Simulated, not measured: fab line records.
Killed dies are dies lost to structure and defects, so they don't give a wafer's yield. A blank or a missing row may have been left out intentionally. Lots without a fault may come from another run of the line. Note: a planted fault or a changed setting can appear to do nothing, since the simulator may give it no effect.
Which tool is to blame? | flow n5_finfet | 13 lots with 39 wafers sampled at 2 steps, on a route of 1938 steps

== WHAT EACH GAUGE READ, for each wafer ==
N5_PMOS_HMC_CHANNEL_EPI_OVL_MEAS_10.
lot  | measured    | on         | PMOS_HMC_BLK_OVL (nm)
L394 | day 1 17:22 | overlay-02 | 0.5 0.2 0.1
L396 | day 2 05:23 | overlay-02 | -0.2 0.1 0.6
L397 | day 2 11:25 | overlay-02 | -1.3 -1.3 -0.7
L398 | day 2 17:15 | overlay-01 | 0.7 0.0 0.2
L400 | day 3 05:08 | overlay-01 | 0.4 0.1 1.5
L403 | day 4 00:41 | overlay-02 | -1.6 -0.3 0.6
L404 | day 4 05:41 | overlay-02 | -0.5 -1.3 -0.8
L405 | day 4 11:31 | overlay-02 | 0.1 -0.8 0.1
L406 | day 4 17:28 | overlay-01 | 0.1 0.1 0.0
L407 | day 5 01:39 | overlay-02 | -0.6 -1.0 0.0
L408 | day 5 06:07 | overlay-01 | -1.1 -1.9 -0.9
L414 | day 6 17:26 | overlay-01 | 0.2 1.2 1.1
L415 | day 6 23:01 | overlay-01 | -0.7 0.2 -0.5

N5_PMOS_HMC_CHANNEL_EPI_THK_MEAS_22.
lot  | measured    | on            | HMC_CMP_THK (nm)
L394 | day 1 19:42 | film_metro-02 | 53.0 54.0 53.6
L396 | day 2 08:08 | film_metro-01 | 52.9 53.5 53.6
L397 | day 2 13:47 | film_metro-02 | 54.4 53.3 54.5
L398 | day 2 19:58 | film_metro-02 | 53.7 52.6 53.5
L400 | day 3 07:53 | film_metro-01 | 55.7 52.6 55.0
L403 | day 4 03:28 | film_metro-01 | 52.2 54.9 54.8
L404 | day 4 08:24 | film_metro-02 | 53.1 54.4 53.7
L405 | day 4 13:56 | film_metro-01 | 55.1 52.5 55.3
L406 | day 4 19:47 | film_metro-01 | 55.4 54.8 55.0
L407 | day 5 04:01 | film_metro-02 | 55.1 54.6 55.0
L408 | day 5 08:29 | film_metro-01 | 55.9 52.8 56.5
L414 | day 6 19:46 | film_metro-01 | 54.0 54.6 54.5
L415 | day 7 01:21 | film_metro-01 | 54.1 53.4 53.4

== WHAT TOOL EACH LOT RAN ON (gives the tool, then ch and the chambers of the sampled wafers, and finally the start) ==
No process step before these readings appears in the record.

== AS READ BY THE TOOLS THEMSELVES (means over the sampled wafers that have a number; for cases with no such wafer, the mark the record gives instead) ==
The record holds no such reading with a usual standard deviation.

== THE ANSWER, worked out from the rows above alone ==
Rule: what is usual is taken from the lots themselves. Put in order of their means at a reading, lots are off if they are a third of the lots or fewer, leave a main group of 4 or more, and stand apart from it by a gap of 3 or more times the standard deviation of the main group's means; of several such gaps the widest counts. A main group whose means are all the same, to the digits that the tables above print for the reading, isn't used. Also off: a lot with no number at a reading for which 4 or more lots have one. All remaining lots with rows at the step are treated as sound. The gauges are gone through in route order, then the tools' own readings, and for those a lot's mean is taken as printed above. At the first step where some lot is off, the reading lying furthest off is the one used; lots without a number count as furthest.
Nothing can be told from this: no lot is off at any reading shown.

== WHAT HAD BEEN PUT IN BY THE SIMULATOR ==
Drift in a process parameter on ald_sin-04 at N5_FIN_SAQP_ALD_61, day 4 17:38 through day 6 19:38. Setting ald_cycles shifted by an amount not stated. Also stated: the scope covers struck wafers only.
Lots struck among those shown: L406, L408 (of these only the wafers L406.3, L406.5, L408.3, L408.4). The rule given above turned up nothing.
